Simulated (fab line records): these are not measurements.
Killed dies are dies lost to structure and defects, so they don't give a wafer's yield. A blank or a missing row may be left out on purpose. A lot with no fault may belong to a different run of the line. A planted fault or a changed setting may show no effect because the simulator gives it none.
2 desks, one fault    flow n5-finfet    each desk has only its own numbers; what lay behind them comes last

THE METROLOGY DESK
Lot by lot, what the gauges showed, no matter which tool ran the lot: averages of those sampled wafers that carry a number. Marked OUT: a lot whose mean sits more than 4 standard deviations from the usual mean, which makes it out of limits; the brackets give that distance. Of its 11 readings 7 are shown: those that lie furthest out on some lot.
Columns: A = cd-nm at N5_BEOL_M0_SAQP_CD_MEAS_25, usual 12.80 nm; B = DIBL_N at N5_BEOL_M4_RC_MEAS_101, usual 35.9 mV/V; C = DIBL_P at N5_BEOL_M4_RC_MEAS_101, usual 35.9 mV/V; D = IOFF_P at N5_BEOL_M4_RC_MEAS_101, usual 0.201 nA/um; E = ION_N at N5_BEOL_M4_RC_MEAS_101, usual 672 uA/um; F = ION_P at N5_BEOL_M4_RC_MEAS_101, usual 460 uA/um; G = VT_P at N5_BEOL_M4_RC_MEAS_101, usual -251.6 mV
lot   first seen here  A      B     C     D      E    F    G
L875  day 6 06:01      12.62  35.6  35.2  0.211  668  463  -247.3
L880  day 7 06:37      12.59  35.4  35.0  0.159  661  445  -256.5
L889  day 9 12:06      12.87  38.8  36.9  0.214  677  457  -252.5
L891  day 10 00:07     12.84  35.8  36.8  0.165  666  450  -256.8
L892  day 10 12:40     12.94  34.5  35.2  0.179  669  457  -253.5
L896  day 11 13:57     12.88  35.3  34.4  0.203  669  464  -251.0
This desk found nothing out of limits on any of the 6 lots.

DESK OF THE TOOL OWNER: rie-diel-01
The tool's own readings at N5_BEOL_M0_SAQP_ETCH_107 (etches SiNx in CH3F/O2, target depth 30 nm): means of the sampled wafers that have a number, for each lot that ran on this tool. Marked OUT: a lot whose mean sits more than 4 standard deviations from the usual mean, which makes it out of limits; the brackets give that distance.
Columns: A = CH3F_flow_sccm at N5_BEOL_M0_SAQP_ETCH_107, usual 30.00 sccm; B = drypump-motor-current-A at N5_BEOL_M0_SAQP_ETCH_107, usual 5.9 A; C = oes-product-au at N5_BEOL_M0_SAQP_ETCH_107, usual 0.79 a.u.; D = rf-vpp-V at N5_BEOL_M0_SAQP_ETCH_107, usual 297 V; E = showerhead-plenum-p-Torr at N5_BEOL_M0_SAQP_ETCH_107, usual 2.02 Torr; F = throttle-valve-pct at N5_BEOL_M0_SAQP_ETCH_107, usual 16.33 %
lot   first seen here  A      B    C     D    E     F
L875  day 6 06:52      30.06  5.6  0.83  297  2.04  16.28
L889  day 9 12:52      30.04  6.1  0.91  299  1.99  16.16
L891  day 10 00:53     30.01  6.1  1.08  298  2.02  16.17
This desk found nothing out of limits on any of the 3 lots.

PUT TOGETHER
The metrology desk saw nothing out of limits.
The tool owner's desk saw nothing out of limits.

WHAT THE SIMULATOR PUT IN
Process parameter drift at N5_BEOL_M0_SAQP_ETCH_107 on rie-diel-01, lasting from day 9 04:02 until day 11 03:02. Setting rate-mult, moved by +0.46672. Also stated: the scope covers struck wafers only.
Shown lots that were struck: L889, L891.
